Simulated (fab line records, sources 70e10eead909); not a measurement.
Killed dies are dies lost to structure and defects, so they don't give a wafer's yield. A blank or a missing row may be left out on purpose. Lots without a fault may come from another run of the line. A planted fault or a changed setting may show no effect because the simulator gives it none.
A struck lot beside a sound one | flow nand_harc | 14 steps out of a route of 1159
Sound: wafers L695.2, L695.4, L695.6. Struck: wafers L686.3, L686.5, L686.6. The cause comes at the end.
At each step with rows: each side's tool, then ch and its chambers, then its first start. Under that, the readings that differ: sound wafers | struck wafers | difference of the means | sigmas: that difference in standard deviations of wafers without a fault.
alike: readings whose means differ by less than 2 such deviations, and words and numbers that are the same on both sides. not compared: withheld readings, readings that some wafer has no value for, bounds like >300 that may hide the same value, and numbers for which the record gives no deviation and whose values overlap.
The two part at a step that has a row with sigmas, a row that says differs or no value, or rows on one side only. Numbers that don't overlap but have no deviation are shown without sigmas and don't part them. A reading that every wafer of one side lacks parts them only if that side has two wafers or more.

NHARC_P_GATE_STRIP_95: strips in O2.
  sound on plasma_asher-02 ch 0,1, day 9 07:04; struck on plasma_asher-01 ch 0,1, day 7 04:40
  reading            | sound       | struck      | difference | sigmas
  heater_power_w (W) | 308 326 304 | 388 340 400 | +63        | +2
  alike: drypump_motor_current_A
  not compared: rf_hours_counter_h
then, 1 step without rows for these wafers: NHARC_P_GATE_STRIP_96 (strips in SPM, time 900 s).
NHARC_P_GATE_RTA_64: time 1 s.
  sound on rtp_anneal-02 ch 0, day 9 07:40; struck on rtp_anneal-02 ch 0, day 7 05:16
  alike: lamp_power_pct, lamp_zone_3_pct, wafer_temp_C_max
then, 1 step without rows for these wafers: NHARC_P_GATE_ETCH_77 (etches SiO2 in dHF, target depth 6 nm).
NHARC_P_GATE_DEGAS_109: time 60 s.
  sound on pvd_sputter-02, day 9 07:57; struck on pvd_sputter-03, day 7 05:32
  alike: heater_power_w
then, 5 steps without rows for these wafers: NHARC_P_GATE_PRE_CLEAN_110 (time 30 s); NHARC_P_GATE_SPUTTER_78 (material Ni, target thk 10 nm); NHARC_P_GATE_SPUTTER_79 (material TiN, target thk 10 nm); NHARC_P_GATE_RTA_80 (time 30 s); NHARC_P_GATE_STRIP_67 (strips in SPM, time 600 s).
NHARC_P_GATE_RTA_82: time 30 s.
  sound on rtp_anneal-02 ch 0, day 9 08:44; struck on rtp_anneal-01 ch 0, day 7 06:23
  reading             | sound             | struck            | difference | sigmas
  lamp_power_pct (%)  | 4.180 4.176 4.181 | 4.139 4.142 4.135 | -0.040     | -2
  lamp_zone_3_pct (%) | 4.180 4.182 4.181 | 4.139 4.137 4.136 | -0.044     | -2
  wafer_temp_C_max    | 452.2 452.8 452.4 | 450.9 451.7 451.1 | -1.2       | -3
NHARC_P_GATE_INSPECT_68:
  sound on defect_inspect-01, day 9 08:55; struck on defect_inspect-02, day 7 06:32
  reading          | sound       | struck     | difference | sigmas
  raw_defect_count | 329 201 174 | 90 141 132 | -114       | -2
NHARC_P_CONTACT_DEP_30: deposits SiNx, target thk 30 nm.
  sound on pecvd-01 ch 0,1, day 9 09:28; struck on pecvd-04 ch 0,1, day 7 06:35
  no value came back on the struck wafers for heater_power_outer_w (W), heater_power_w (W); on the sound wafers heater_power_outer_w (W) reads 480 474 374
NHARC_P_CONTACT_DEP_00: deposits SiO2, target thk 500 nm.
  sound on pecvd-01 ch 0,1; struck on pecvd-04 ch 0,1, day 7 06:49
  alike: chamber_pressure_Torr, heater_power_outer_w, heater_power_w, throttle_valve_pct

WHERE THEY PART
First at NHARC_P_GATE_STRIP_95; last, within this record, at NHARC_P_CONTACT_DEP_30. Later steps at which nothing parts them and some readings are alike: NHARC_P_CONTACT_DEP_00.

WHY: what the simulator had put in
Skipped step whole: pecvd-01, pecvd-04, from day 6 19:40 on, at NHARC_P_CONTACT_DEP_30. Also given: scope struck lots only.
